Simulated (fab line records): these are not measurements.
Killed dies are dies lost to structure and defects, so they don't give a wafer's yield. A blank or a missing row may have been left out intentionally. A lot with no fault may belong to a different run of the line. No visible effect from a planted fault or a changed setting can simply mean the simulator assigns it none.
Split-lot trial -- flow n5-finfet -- on a route of 1938 steps: 7 lots, 21 wafers read

== ON THE SPLIT ==
At N5_PASSIVATION_EXPOSE_27 (exposes mask PAD, defocus 0 nm), the setting dose-mj was moved away from the recipe's 32.3 on 6 of the 21 wafers read, by -6.1% to +6.3%. For the rest of the wafers, this setting stayed at what the recipe calls for.

== FROM THE SPLIT TO THE READING: what the file shows between them, 3 steps ==
- N5_PASSIVATION_PEB_28
- N5_PASSIVATION_DEVELOP_29: develop time 60 s
- N5_PASSIVATION_HARDBAKE_31: time 120 s

== THE READING ==
cd-nm, in nm, at N5_PASSIVATION_CD_MEAS_30 (target cd 4000 nm). Fault-free wafers of this fab line usually give 3999.5 nm, standard deviation 1.8 nm.

wafer,"tool, chamber at the split",dose-mj as run,against the recipe,"cd-nm, nm",against lot-mates on the recipe
L074.1,"krf-scanner-01, 0",32.3,recipe,3997.5,-
L074.4,"krf-scanner-01, 0",32.3,recipe,3998.3,-
L074.5,"krf-scanner-01, 0",32.3,recipe,3998.0,-
L080.1,"krf-scanner-02, 0",32.3,recipe,4002.2,-
L080.3,"krf-scanner-02, 0",33.05,+2.3%,4003.6,+1.4
L080.5,"krf-scanner-02, 0",33.05,+2.3%,4004.8,+2.6
L079.3,"krf-scanner-02, 0",32.3,recipe,3999.4,-
L079.4,"krf-scanner-02, 0",32.3,recipe,4001.6,-
L079.5,"krf-scanner-02, 0",31.53,-2.4%,3994.6,-5.9
L082.2,"krf-scanner-01, 0",32.3,recipe,3999.5,-
L082.4,"krf-scanner-01, 0",32.3,recipe,4000.9,-
L082.6,"krf-scanner-01, 0",30.34,-6.1%,3990.7,-9.5
L083.2,"krf-scanner-01, 0",32.3,recipe,4002.6,-
L083.4,"krf-scanner-01, 0",32.3,recipe,4001.7,-
L083.6,"krf-scanner-01, 0",34.32,+6.3%,4008.9,+6.8
L088.2,"krf-scanner-02, 0",32.3,recipe,4002.0,-
L088.3,"krf-scanner-02, 0",32.3,recipe,3999.7,-
L088.4,"krf-scanner-02, 0",32.3,recipe,4002.7,-
L095.2,"krf-scanner-02, 0",32.3,recipe,4001.0,-
L095.3,"krf-scanner-02, 0",32.3,recipe,3998.5,-
L095.6,"krf-scanner-02, 0",31.32,-3.0%,3993.1,-6.7

THE FIT
A straight line over all 21 wafers: cd-nm changes by +1.63 nm for each +1% of dose-mj; r = +0.91; the points scatter about the line by 1.7 nm.
The same after taking each lot's own level away (the mean of its wafers on the recipe; 21 wafers): +1.41 nm for each +1%; r = +0.94; scatter 1.2 nm.
According to that fit, moving dose-mj by its largest amount changes the reading by 8.8 nm.
Across the lots, their own levels run from 3997.93 to 4002.20 nm, a range of 2.4 times the standard deviation given above.
Thus the slope moves with the lot-to-lot level: the two fits are different.
Check: +9.51 nm against its lot-mates is what the line predicts for one of the wafers moved furthest among these (+6.3%) when that wafer is left out of the fit. Against them it came out at +6.75 nm.

== ADDITIONAL SPLITS CARRIED BY THESE WAFERS ==
These wafers also went through other splits before the reading. Each is held against what the fit with the lots' levels taken away leaves over:
other split on the same wafers,wafers away from the commonest value,r with cd-nm (lot level and that fit taken away)
N5_BEOL_M14_COAT_58 spin-rpm,8,-0.16
N5_MIM_TOP_LITHO_EXPOSE_05 dose-mj,12,-0.07
N5_MIM_TOP_LITHO_DEVELOP_07 develop-time-s,11,+0.06

== FILE'S OWN FIT ==
cd-nm changes by +1.44 nm for each +1% of dose-mj, r = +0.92.
